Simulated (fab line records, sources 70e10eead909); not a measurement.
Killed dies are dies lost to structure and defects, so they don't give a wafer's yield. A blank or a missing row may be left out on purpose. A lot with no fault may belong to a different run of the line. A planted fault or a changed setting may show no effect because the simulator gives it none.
fab line records -- flow nand-harc
record: lots: 13, wafers: 39, last-day: 33
route steps=1302 shown A_STAIRCASE@743 A_BONDPAD@1228 THIN_TSV@1271 END@1302
lots that met no fault: from a run of the same line without faults
start-h: start of the lot's first displayed wafer, in hours after the record's first day -- wait-h: hours since the lot's step before -- " identical to the entry in the row above -- L1.1+2: one row covering several wafers at once -- - value missing, or start not given -- * or withheld: withheld -- < > ~ a bound
route shown NAME@n: names a module that has steps shown in the file, with the first one's number in the route -- usual: mean and standard deviation over wafers with no fault -- same: alike in all rows -- chamber/n: place in a boat -- sites: per-site readings -- _std_site: their standard deviation -- _edge_site: mean of outer sites minus mean of inner sites -- radius-mm: for every site, how far away it sits from the centre of the wafer -- mask NAME#n: copy n -- behind: the last tool/chamber to shape the wafer -- hold: the reason the lot was held/the length of the hold in hours/how it ended -- device: the transistor (n, p or np) that didn't switch -- end of line: the route-end tests of the same wafers -- where a step has no rows: the recipe by itself -- killed: dies that structure and defects cost at the first sort, which is not the same as the wafer's yield -- map: a wafer's dies, marking killed ones x, the rest . and places with no die _
set.NAME: the setting the step ran with; set.NAME@STEP: the setting that earlier step ran with -- model.NAME: the simulator's own value behind a step, which no gauge read
the route's steps for a sample of lots (tables are steps, rows are wafers)
services: a tool's chamber out of use, with start hour (start-h, from the record's first day; less than 0 if before it), hours out, and reason
== steps ==
step: NHARC_A_STAIRCASE_TRIM_229
recipe: time-s: 211.2, o2-flow-sccm: 500, ar-flow-sccm: 0, bias-w: 0, chemistry: O2
usual: drypump-motor-current-A: 5.9/0.42, oes-product-au: 1.001/0.011, rf-vpp-V: 57.8/0.88, showerhead-plenum-p-Torr: 3.52/0.13, throttle-valve-pct: 17.036/0.0088
lot.wafer,tool,chamber,start-h,wait-h,drypump-motor-current-A,oes-product-au,rf-hours-counter-h,rf-vpp-V,showerhead-plenum-p-Torr,throttle-valve-pct
L260.3,rie-diel-12,3,364.80,0.1,6.1,0.988,32,57.7,3.34,17.020
L260.1,rie-diel-12,2,364.80,0.1,5.6,1.004,31,57.9,3.56,17.027
L260.6,rie-diel-12,0,364.80,0.1,6.2,1.016,-,58.9,3.42,17.025
L259.3,rie-diel-03,2,364.86,0.1,4.9,1.011,23,58.7,3.54,17.036
L259.2,rie-diel-03,3,364.86,0.1,5.9,1.004,20,58.7,3.28,17.041
L259.6,rie-diel-03,3,364.86,0.1,5.9,1.003,-,56.8,3.28,17.041
L261.3,rie-diel-05,3,387.60,0.1,5.8,0.975,45,58.6,3.63,17.024
L261.6,rie-diel-05,1,387.60,0.1,6.1,0.987,-,57.8,3.32,17.041
L261.5,rie-diel-05,2,387.60,0.1,5.4,0.983,-,57.6,3.52,17.036
L262.1,rie-diel-05,3,396.03,0.1,5.8,0.987,46,57.8,3.63,17.034
L262.3,rie-diel-05,0,396.03,0.1,5.7,1.001,48,57.8,3.50,17.026
L262.5,rie-diel-05,3,396.03,0.1,5.7,0.982,-,57.8,3.63,17.022
L267.1,rie-diel-12,1,442.04,0.1,6.2,0.988,50,57.8,3.55,17.028
L267.4,rie-diel-12,3,442.04,0.1,6.2,0.980,60,57.0,3.32,17.043
L267.5,rie-diel-12,1,442.04,0.1,6.2,0.988,-,58.4,3.55,17.044
L275.2,rie-diel-03,0,520.44,0.1,6.6,1.006,16,58.0,3.63,17.040
L275.1,rie-diel-03,2,520.44,0.1,4.9,1.000,17,58.2,3.52,17.039
L275.6,rie-diel-03,0,520.44,0.1,6.6,1.004,-,58.7,3.63,17.046
L276.4,rie-diel-05,3,533.13,0.1,5.7,0.988,33,59.0,3.61,17.044
L276.2,rie-diel-05,0,533.13,0.1,5.7,1.021,35,58.9,3.47,17.045
L276.5,rie-diel-05,3,533.13,0.1,5.8,0.996,-,60.1,3.61,17.031
L277.2,rie-diel-12,3,554.74,0.1,6.1,1.012,37,55.3,3.30,17.043
L277.6,rie-diel-12,0,554.74,0.1,6.2,1.002,-,58.7,3.38,17.048
L277.5,rie-diel-12,1,554.74,0.1,6.2,1.014,-,57.5,3.53,17.039
L278.1,rie-diel-03,1,555.15,0.1,5.7,0.999,24,57.6,3.56,17.036
L278.6,rie-diel-03,3,555.15,0.1,5.9,1.014,-,58.9,3.79,17.039
L278.5,rie-diel-03,0,555.15,0.1,6.5,1.011,-,57.6,3.62,17.031
L279.3,rie-diel-03,2,574.52,0.1,4.9,1.009,38,58.2,3.51,17.031
L279.1,rie-diel-03,3,574.52,0.1,5.9,0.999,34,56.3,3.79,17.039
L279.6,rie-diel-03,1,574.52,0.1,5.7,0.988,-,57.8,3.55,17.037
L280.2,rie-diel-05,2,575.88,0.2,5.4,0.996,46,58.2,3.49,17.031
L280.1,rie-diel-05,3,575.88,0.2,5.7,0.986,50,57.6,3.60,17.031
L280.3,rie-diel-05,0,575.88,0.2,5.7,1.016,46,57.5,3.47,17.040
L282.3,rie-diel-03,0,592.48,0.1,6.6,1.014,42,57.9,3.61,17.059
L282.2,rie-diel-03,1,592.48,0.1,5.7,1.000,35,57.1,3.55,17.044
L282.1,rie-diel-03,2,592.48,0.1,5.0,1.013,45,56.0,3.50,17.033
L281.1,rie-diel-12,2,593.36,0.1,5.6,0.997,49,57.8,3.52,17.035
L281.2,rie-diel-12,1,593.36,0.1,6.2,0.998,50,57.4,3.52,17.042
L281.6,rie-diel-12,2,593.36,0.1,5.6,0.983,-,56.0,3.52,17.026
step: NHARC_A_BONDPAD_PVD_27
recipe: target-thk-a: 300, chamber-pressure-pa: 5, power-w: 5000, substrate-temp-c: 30, time-s: 20.49, material: Cu
usual: throttle-valve-pct: 29.9/0.7
lot.wafer,tool,chamber,start-h,wait-h,throttle-valve-pct
L259.3,pvd-sputter-02,-,-,-,29.5
L259.2,pvd-sputter-02,-,-,-,29.6
L259.6,pvd-sputter-02,-,-,-,29.8
L260.1,pvd-sputter-01,-,-,-,30.6
L260.3,pvd-sputter-01,-,-,-,29.1
L260.6,pvd-sputter-01,-,-,-,30.2
L262.1,pvd-sputter-01,-,-,-,29.7
L262.3,pvd-sputter-01,-,-,-,31.3
L262.5,pvd-sputter-01,-,-,-,29.5
L261.3,pvd-sputter-01,-,-,-,29.2
L261.5,pvd-sputter-01,-,-,-,29.0
L261.6,pvd-sputter-01,-,-,-,29.5
L267.1,pvd-sputter-03,-,-,-,30.1
L267.4,pvd-sputter-03,-,-,-,30.6
L267.5,pvd-sputter-03,-,-,-,30.5
L275.1,pvd-sputter-03,-,-,-,29.8
L275.2,pvd-sputter-03,-,-,-,30.8
L275.6,pvd-sputter-03,-,-,-,31.0
L276.4,pvd-sputter-01,-,-,-,31.3
L276.2,pvd-sputter-01,-,-,-,29.3
L276.5,pvd-sputter-01,-,-,-,30.1
L277.2,pvd-sputter-02,-,-,-,30.3
L277.6,pvd-sputter-02,-,-,-,30.1
L277.5,pvd-sputter-02,-,-,-,30.0
L278.1,pvd-sputter-02,-,-,-,30.3
L278.6,pvd-sputter-02,-,-,-,29.3
L278.5,pvd-sputter-02,-,-,-,30.0
L279.3,pvd-sputter-01,-,-,-,30.9
L279.1,pvd-sputter-01,-,-,-,29.3
L279.6,pvd-sputter-01,-,-,-,31.4
L280.2,pvd-sputter-02,-,-,-,29.5
L280.3,pvd-sputter-02,-,-,-,30.0
L280.1,pvd-sputter-02,-,-,-,30.2
L281.1,pvd-sputter-02,-,-,-,29.9
L281.2,pvd-sputter-02,-,-,-,30.0
L281.6,pvd-sputter-02,-,-,-,30.3
L282.2,pvd-sputter-02,-,-,-,30.3
L282.1,pvd-sputter-02,-,-,-,30.0
L282.3,pvd-sputter-02,-,-,-,30.1
step: NHARC_A_BONDPAD_CMP_19
recipe: t-overpolish-s: 30, cu-recess-touch-s: 16, target-thk-nm: 169.82
usual: motor-current-A: 12.1/1.1, overpolish-run-s: 30.001/0.0088, slurry-filter-dp-kPa: 13.48/0.12
lot.wafer,tool,chamber,start-h,wait-h,motor-current-A,overpolish-run-s,slurry-filter-dp-kPa
L259.3,cmp-02,3,541.76,-,11.2,29.994,13.82
L259.2,cmp-02,0,541.76,-,10.6,30.026,13.36
L259.6,cmp-02,2,541.76,-,12.6,29.999,13.52
L260.3,cmp-03,1,542.44,-,14.5,30.001,13.46
L260.1,cmp-03,0,542.44,-,11.5,30.007,13.44
L260.6,cmp-03,2,542.44,-,10.3,30.009,13.59
L262.1,cmp-02,2,559.68,-,12.6,30.012,13.18
L262.3,cmp-02,1,559.68,-,13.0,29.980,13.45
L262.5,cmp-02,3,559.68,-,11.3,30.000,13.29
L261.3,cmp-04,2,560.71,-,12.3,29.994,13.58
L261.6,cmp-04,2,560.71,-,12.5,30.000,13.56
L261.5,cmp-04,3,560.71,-,12.5,30.005,13.52
L267.1,cmp-02,2,611.72,-,12.4,30.001,13.36
L267.4,cmp-02,3,611.72,-,11.2,29.998,13.40
L267.5,cmp-02,0,611.72,-,10.6,30.003,13.54
L275.2,cmp-02,1,690.01,-,12.9,30.003,13.52
L275.1,cmp-02,3,690.01,-,11.3,29.992,13.32
L275.6,cmp-02,1,690.01,-,13.1,30.000,13.45
L276.2,cmp-02,2,694.91,-,12.2,30.001,13.60
L276.4,cmp-02,0,694.91,-,10.2,29.997,13.49
L276.5,cmp-02,2,694.91,-,12.2,30.010,13.66
L277.2,cmp-04,2,728.09,-,12.2,29.998,13.28
L277.5,cmp-04,1,728.09,-,12.9,29.978,13.47
L277.6,cmp-04,2,728.09,-,11.5,29.995,13.60
L278.1,cmp-03,1,735.40,-,14.8,30.009,13.65
L278.5,cmp-03,3,735.40,-,12.5,29.998,13.27
L278.6,cmp-03,0,735.40,-,11.7,30.016,13.40
L279.3,cmp-04,0,744.36,-,12.0,30.013,13.30
L279.1,cmp-04,2,744.36,-,11.5,30.000,13.52
L279.6,cmp-04,0,744.36,-,11.3,30.014,13.41
L280.3,cmp-02,1,744.87,-,13.1,30.009,13.48
L280.2,cmp-02,2,744.87,-,11.8,29.987,13.40
L280.1,cmp-02,3,744.87,-,11.3,29.995,13.56
L281.2,cmp-03,3,765.34,-,12.4,30.007,13.52
L281.1,cmp-03,0,765.34,-,11.6,29.995,13.56
L281.6,cmp-03,3,765.34,-,12.4,30.001,13.32
L282.1,cmp-03,3,766.32,-,12.9,30.000,13.50
L282.2,cmp-03,0,766.32,-,12.0,30.008,13.55
L282.3,cmp-03,1,766.32,-,14.5,30.003,13.53
step: NHARC_THIN_TSV_PRE_CLEAN_50
recipe: time-s: 30, temp-c: 280, gas: H2/He
usual: heater-power-w: 407/28
lot.wafer,tool,chamber,start-h,wait-h,heater-power-w
L260.3,pvd-sputter-02,-,-,-,419
L260.1,pvd-sputter-02,-,-,-,443
L260.6,pvd-sputter-02,-,-,-,422
L259.3,pvd-sputter-02,-,-,-,453
L259.2,pvd-sputter-02,-,-,-,418
L259.6,pvd-sputter-02,-,-,-,437
L261.3,pvd-sputter-03,-,-,-,398
L261.5,pvd-sputter-03,-,-,-,393
L261.6,pvd-sputter-03,-,-,-,352
L262.3,pvd-sputter-01,-,-,-,390
L262.1,pvd-sputter-01,-,-,-,400
L262.5,pvd-sputter-01,-,-,-,387
L267.1,pvd-sputter-03,-,-,-,343
L267.4,pvd-sputter-03,-,-,-,391
L267.5,pvd-sputter-03,-,-,-,390
L275.2,pvd-sputter-02,-,-,-,441
L275.1,pvd-sputter-02,-,-,-,466
L275.6,pvd-sputter-02,-,-,-,429
L276.2,pvd-sputter-02,-,-,-,453
L276.4,pvd-sputter-02,-,-,-,420
L276.5,pvd-sputter-02,-,-,-,416
L277.2,pvd-sputter-01,-,-,-,412
L277.6,pvd-sputter-01,-,-,-,430
L277.5,pvd-sputter-01,-,-,-,405
L278.1,pvd-sputter-01,-,-,-,432
L278.5,pvd-sputter-01,-,-,-,387
L278.6,pvd-sputter-01,-,-,-,408
L279.3,pvd-sputter-03,-,-,-,430
L279.1,pvd-sputter-03,-,-,-,398
L279.6,pvd-sputter-03,-,-,-,435
L280.2,pvd-sputter-03,-,-,-,385
L280.1,pvd-sputter-03,-,-,-,358
L280.3,pvd-sputter-03,-,-,-,442
L282.3,pvd-sputter-03,-,-,-,411
L282.1,pvd-sputter-03,-,-,-,429
L282.2,pvd-sputter-03,-,-,-,392
L281.2,pvd-sputter-01,-,-,-,391
L281.1,pvd-sputter-01,-,-,-,429
L281.6,pvd-sputter-01,-,-,-,383
step: NHARC_END_SORT_01
recipe: temp-c: 25
usual: killed-at-array: 65/19, killed-at-other: 0.9/1.1, killed-at-periphery: 3.5/2.3, killed-dies: 69/19, killed-open: 3.2/1.8, killed-short: 2.4/1.5
same: gross-dies: 677
lot.wafer,tool,chamber,start-h,wait-h,killed-at-array,killed-at-other,killed-at-periphery,killed-dies,killed-open,killed-short
L267.1,prober-01,0,639.94,2.5,63,0,5,68,2,1
L267.4,prober-01,0,642.34,3.4,124,1,5,130,5,1
L267.5,prober-01,0,643.14,3.7,66,3,5,74,2,3
killed by level:class
L267.1 A_CHANNEL_HOLE_D1:chamber-film-flake=33 A_CHANNEL_HOLE_D2:chamber-film-flake=16 A_CONTACT:chamber-film-flake=6 A_DECK1_JOINT:chamber-film-flake=4 P_CONTACT:geometric-particle:open=1 P_M0:geometric-particle:open=1 A_ONON_D1:geometric-particle:short=1 P_ZERO_WELL:chamber-film-flake=1
L267.4 A_STAIRCASE:unspecified=86 A_CHANNEL_HOLE_D1:chamber-film-flake=12 A_CHANNEL_HOLE_D2:chamber-film-flake=12 A_SLIT:chamber-film-flake=5 A_CONTACT:chamber-film-flake=4 P_GATE:geometric-particle:open=2 P_GATE:chamber-film-flake=2 P_CONTACT:geometric-particle:open=1
L267.5 A_CHANNEL_HOLE_D1:chamber-film-flake=35 A_CHANNEL_HOLE_D2:chamber-film-flake=17 A_CONTACT:chamber-film-flake=7 P_GATE:chamber-film-flake=2 A_STAIRCASE:chamber-film-flake=2 THIN_TSV:chamber-film-flake=2 P_CONTACT:geometric-particle:open=1 P_M0:geometric-particle:short=1
== services ==
tool,chamber,start-h,hours,kind
pvd-sputter-03,-,348.26,10.0,pm
cmp-02,-,349.91,0.9,repair
cmp-02,-,357.93,58.3,repair
rie-diel-03,2,394.33,1.7,repair
pvd-sputter-01,-,399.71,5.0,repair
rie-diel-03,0,400.29,7.5,repair
cmp-02,-,431.00,4.0,pm
pvd-sputter-02,-,460.45,10.0,pm
pvd-sputter-03,-,485.87,4.4,repair
pvd-sputter-03,-,526.33,10.0,pm
cmp-02,-,529.00,4.0,pm
cmp-02,-,562.30,4.1,repair
pvd-sputter-01,-,582.69,10.0,pm
pvd-sputter-02,-,589.95,0.8,repair
cmp-02,-,604.48,1.1,repair
cmp-02,-,627.00,4.0,pm
pvd-sputter-02,-,638.45,10.0,pm
cmp-02,-,639.45,1.6,repair
pvd-sputter-03,-,704.33,10.0,pm
pvd-sputter-03,-,716.58,1.0,repair
cmp-02,-,725.00,4.0,pm
pvd-sputter-01,-,756.42,1.1,repair
pvd-sputter-01,-,760.69,10.0,pm
cmp-02,-,777.24,2.4,repair
== key ==
first-sign: step: NHARC_END_SORT_01, reading: killed-dies, direction: up, sigmas: 3.2, usual: 69, struck: 130
effect: step: NHARC_END_SORT_01, reading: killed-at-array, direction: up, sigmas: 3.1, usual: 65, struck: 124
more-kills-born-at: NHARC_A_STAIRCASE_TRIM_229@rie-diel-12: 85
met-at NHARC_A_STAIRCASE_TRIM_229
struck-lots L267
struck-wafers L267.4
tester-left-out L267
not-acting-at NHARC_A_BONDPAD_PVD_27,NHARC_A_BONDPAD_CMP_19,NHARC_THIN_TSV_PRE_CLEAN_50
onset-between 364.80 442.04
fault: kind: chamber-particle-source, tool: rie-diel-12, chamber: 3, onset-h: 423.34, steps: NHARC_A_STAIRCASE_TRIM_229, rate-per-visit-cm2: 1.581, end-h: 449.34
tester-left-out: of these lots the tester's yield and bins aren't shown, on N5 and GAA mostly nor the transistor test; their killed dies are dies lost to structure and defects alone, not to doping, threshold or leakage, so they don't give the yield
